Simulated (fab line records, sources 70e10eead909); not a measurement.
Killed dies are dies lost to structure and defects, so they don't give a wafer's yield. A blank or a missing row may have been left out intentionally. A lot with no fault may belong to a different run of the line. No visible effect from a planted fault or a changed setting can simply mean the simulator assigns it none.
Check for tools in common | flow nand harc | Lots sampled 12, wafers sampled 36

== WHY IT WAS OPENED ==
Flagged at NHARC_P_GATE_INSPECT_68: reading raw defect count, on 2 of 12 lots. Fault-free wafers read 186, with a standard deviation of 78.
Rule: a lot gets a flag if all its wafers with a number sit over 4 standard deviations from that mean, or if no wafer of it has a number. The other lots count as sound.

lot  | measured     | on                | raw defect count, wafer by wafer | flag
L802 | day 5 18:41  | defect inspect-02 | 187 122 119                      |
L803 | day 6 05:34  | defect inspect-02 | 171 164 126                      |
L804 | day 6 14:47  | defect inspect-01 | 240 262 199                      |
L805 | day 7 06:48  | defect inspect-01 | 96 99 91                         |
L809 | day 8 20:24  | defect inspect-01 | 172 260 442                      |
L810 | day 9 04:30  | defect inspect-01 | 138 154 194                      |
L811 | day 9 21:20  | defect inspect-02 | 187 125 164                      |
L814 | day 10 17:10 | defect inspect-01 | 418 263 196                      |
L815 | day 11 00:32 | defect inspect-02 | 386 275 165                      |
L817 | day 12 01:31 | defect inspect-02 | 587 656 695                      | FLAGGED
L819 | day 13 03:05 | defect inspect-02 | 672 694 843                      | FLAGGED
L823 | day 14 19:50 | defect inspect-01 | 178 151 158                      |
The numbers of the flagged lots are 691 on average: +505 against the usual, or +6 standard deviations.

== TOOL THAT RAN EACH LOT ==
Before the reading, the record contains 3 process steps out of a 1302-step route. Every cell lists first the tool, next ch and the chambers used by the sampled wafers, and last the start.
lot  | flag    | NHARC_P_GATE_ETCH_114              | NHARC_P_GATE_STRIP_111               | NHARC_P_GATE_STRIP_95
L802 |         | rie diel-01 ch 2,3, day 5 00:00    | plasma asher-01 ch 0,1, day 5 12:59  | plasma asher-01 ch 0,1, day 5 16:53
L803 |         | rie diel-13 ch 0,2,3, day 5 11:00  | plasma asher-01 ch 0,1, day 5 23:43  | plasma asher-02 ch 0,1, day 6 03:45
L804 |         | rie diel-07 ch 2,3, day 5 20:00    | plasma asher-01 ch 0, day 6 08:50    | plasma asher-02 ch 0,1, day 6 12:59
L805 |         | rie diel-07 ch 0,2,3, day 6 13:00  | plasma asher-01 ch 0,1, day 7 01:00  | plasma asher-01 ch 0, day 7 04:58
L809 |         | rie diel-01 ch 0,3, day 8 02:00    | plasma asher-01 ch 0,1, day 8 14:31  | plasma asher-02 ch 0,1, day 8 18:37
L810 |         | rie diel-13 ch 0,1,3, day 8 10:00  | plasma asher-01 ch 0,1, day 8 22:34  | plasma asher-01 ch 0,1, day 9 02:34
L811 |         | rie diel-07 ch 0,1,2, day 9 03:00  | plasma asher-02 ch 0,1, day 9 15:28  | plasma asher-02 ch 0,1, day 9 19:31
L814 |         | rie diel-01 ch 2,3, day 9 22:00    | plasma asher-01 ch 0,1, day 10 11:09 | plasma asher-01 ch 0,1, day 10 15:22
L815 |         | rie diel-01 ch 0,1,2, day 10 06:00 | plasma asher-01 ch 0,1, day 10 18:47 | plasma asher-01 ch 0,1, day 10 22:42
L817 | FLAGGED | rie diel-01 ch 1,2,3, day 11 07:00 | plasma asher-01 ch 0,1, day 11 19:31 | plasma asher-01 ch 0,1, day 11 23:42
L819 | FLAGGED | rie diel-01 ch 1,2,3, day 12 09:00 | plasma asher-01 ch 0,1, day 12 21:19 | plasma asher-01 ch 0,1, day 13 01:14
L823 |         | rie diel-07 ch 1,2, day 14 02:00   | plasma asher-01 ch 0, day 14 13:58   | plasma asher-02 ch 0,1, day 14 18:01
These steps, and what they do:
- NHARC_P_GATE_ETCH_114: etches the open film in CF4/O2, target depth 30 nm, overetch 3 nm, time 16.5 s.
- NHARC_P_GATE_STRIP_111: strips in N2/H2, time 250 s.
- NHARC_P_GATE_STRIP_95: strips in O2.
- NHARC_P_GATE_INSPECT_68

== FLAGGED AGAINST TOTAL, ONE TOOL AT A TIME (gauges that did the reading follow at the end) ==
step                    | tool              | lots run | flagged | share of the flagged lots | sound lots run after its first flagged lot
NHARC_P_GATE_ETCH_114   | rie diel-01       | 6        | 2       | all                       | 0
NHARC_P_GATE_ETCH_114   | rie diel-07       | 4        | 0       | none                      | -
NHARC_P_GATE_ETCH_114   | rie diel-13       | 2        | 0       | none                      | -
NHARC_P_GATE_STRIP_111  | plasma asher-01   | 11       | 2       | all                       | 1 (L823)
NHARC_P_GATE_STRIP_111  | plasma asher-02   | 1        | 0       | none                      | -
NHARC_P_GATE_STRIP_95   | plasma asher-01   | 7        | 2       | all                       | 0
NHARC_P_GATE_STRIP_95   | plasma asher-02   | 5        | 0       | none                      | -
NHARC_P_GATE_INSPECT_68 | defect inspect-01 | 6        | 0       | none                      | -
NHARC_P_GATE_INSPECT_68 | defect inspect-02 | 6        | 2       | all                       | 0

== WHAT THE TABLE PERMITS ==
4 rows of the table ran every flagged lot: rie diel-01 at NHARC_P_GATE_ETCH_114, plasma asher-01 at NHARC_P_GATE_STRIP_111, plasma asher-01 at NHARC_P_GATE_STRIP_95, defect inspect-02 at NHARC_P_GATE_INSPECT_68.
- rie diel-01 at NHARC_P_GATE_ETCH_114: 2 of its 6 lots flagged. Its last sound lot is L815 (day 10 06:00), its first flagged lot L817 (day 11 07:00): a fault that began between those two fits.
- plasma asher-01 at NHARC_P_GATE_STRIP_111: 2 of its 11 lots flagged. Lots that were sound ran on it after the first flagged one (L823); a persistent fault on the entire tool would not allow that.
- plasma asher-01 at NHARC_P_GATE_STRIP_95: 2 of its 7 lots flagged. Its last sound lot is L815 (day 10 22:42), its first flagged lot L817 (day 11 23:42): a fault that began between those two fits.
- defect inspect-02 at NHARC_P_GATE_INSPECT_68: 2 of its 6 lots flagged. Its last sound lot is L815 (day 11 00:32), its first flagged lot L817 (day 12 01:31): a fault that began between those two fits.
Counting lots can't tell these 3 tools apart, because each fits a fault that began at some hour. More lots, or a look at what each step does to the wafer, might.

== WHAT THE SIMULATOR HAD PUT IN ==
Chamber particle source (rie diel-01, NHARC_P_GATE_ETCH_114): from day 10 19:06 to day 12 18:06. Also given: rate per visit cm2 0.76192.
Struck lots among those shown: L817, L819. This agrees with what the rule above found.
